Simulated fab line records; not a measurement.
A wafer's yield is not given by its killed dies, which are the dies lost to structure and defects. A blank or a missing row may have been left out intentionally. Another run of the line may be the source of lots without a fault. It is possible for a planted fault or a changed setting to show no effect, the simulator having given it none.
8D (eight disciplines) problem report, filled in by code / flow n5_finfet / the parts of the form that need people (team, actions taken, sign-off) are left out

1. THE ISSUE
Wafers without a fault read 247.0 s, standard deviation 0.63; run_length_s at N5_BEOL_M4_CVD_47 reads a mean of 330.0 s on 6 wafers belonging to 2 lots. So: +99 or more standard deviations from the usual mean.
The step: deposits Co from CCTBA/H2, target thk 3 nm, time 223.8 s.
Seen first at day 11 08:52 on cvd_co-01, wafer L537.2. The record holds 18 wafers of 6 lots with a number at this step. Rule for "out" (also "out of limits"): further than 4 standard deviations from the usual mean. The other wafers with a number count as sound.

2. WHAT IT IS, AND WHAT IT ISN'T
question=which readings at this step | is=run_length_s | is not=-
question=which lots | is=L537, L539 | is not=L530, L531, L548, L549
question=which wafers of those lots | is=all that have a number | is not=-
question=read on which tools | is=cvd_co-01 | is not=-
question=when | is=from day 11 08:52 | is not=up to then (6 sound wafers); but 6 sound wafers of L548, L549 came after

3. SUSPECTS, AND WHAT RULES EACH OUT
Counting: a tool at a process step up to the reading stays a suspect if it ran every lot that is out and no sound lot after the first of them.
- rie_diel-06 at N5_BEOL_M4_ETCH_41 (etches SiCN in CH3F/O2, target depth 29.9 nm, time 52.5 s): kept. Every lot that is out went through it, starting with L537 (day 11 07:22), and after that it ran no sound lot; the last sound lot it ran before then is L530 (day 9 10:37). N5_BEOL_M4_ETCH_41 gives no start for some lots, so the hours and the order of its lots are those of N5_BEOL_M4_OCD_MEAS_38.
- cvd_co-01 at N5_BEOL_M4_CVD_47 (deposits Co from CCTBA/H2, target thk 3 nm, time 223.8 s): ruled out as a lasting fault. Sound lots L549, L548 ran on it after its first lot that is out, L537 (day 11 08:52).
Remaining after the count: rie_diel-06 at N5_BEOL_M4_ETCH_41.

4. THE CAUSE (what the simulator had put in)
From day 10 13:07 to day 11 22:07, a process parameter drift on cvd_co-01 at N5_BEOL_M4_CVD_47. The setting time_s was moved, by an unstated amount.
Counting ruled it out, wrongly.

5. THE CHAIN OF EFFECTS, in route order
Each row: a reading where the mean over the struck wafers with a number is more than 3 standard deviations away from the usual. Readings are gone through only where the record gives a usual standard deviation; hours: the median, over the lots, of the time from a lot's start at the first step in this table giving one to that lot's start at this step; sigmas: the change measured in usual standard deviations.
hours=0; step=N5_BEOL_M4_CVD_47; reading=run_length_s; usual=247.0 s; on struck wafers=330.0; change=+83.0; sigmas=+99 or more
Process steps it contains:
- N5_BEOL_M4_CVD_47: deposits Co from CCTBA/H2, target thk 3 nm, time 223.8 s.
At these later measuring or inspecting steps, every struck wafer for which the step has a row has a number for every such reading, and none has moved that far: N5_BEOL_M4_RC_MEAS_101.

6. WHAT WOULD HAVE CAUGHT IT SOONER
In this record no reading fell out of limits until day 11 08:52, 20 hours after the fault had begun at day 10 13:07.
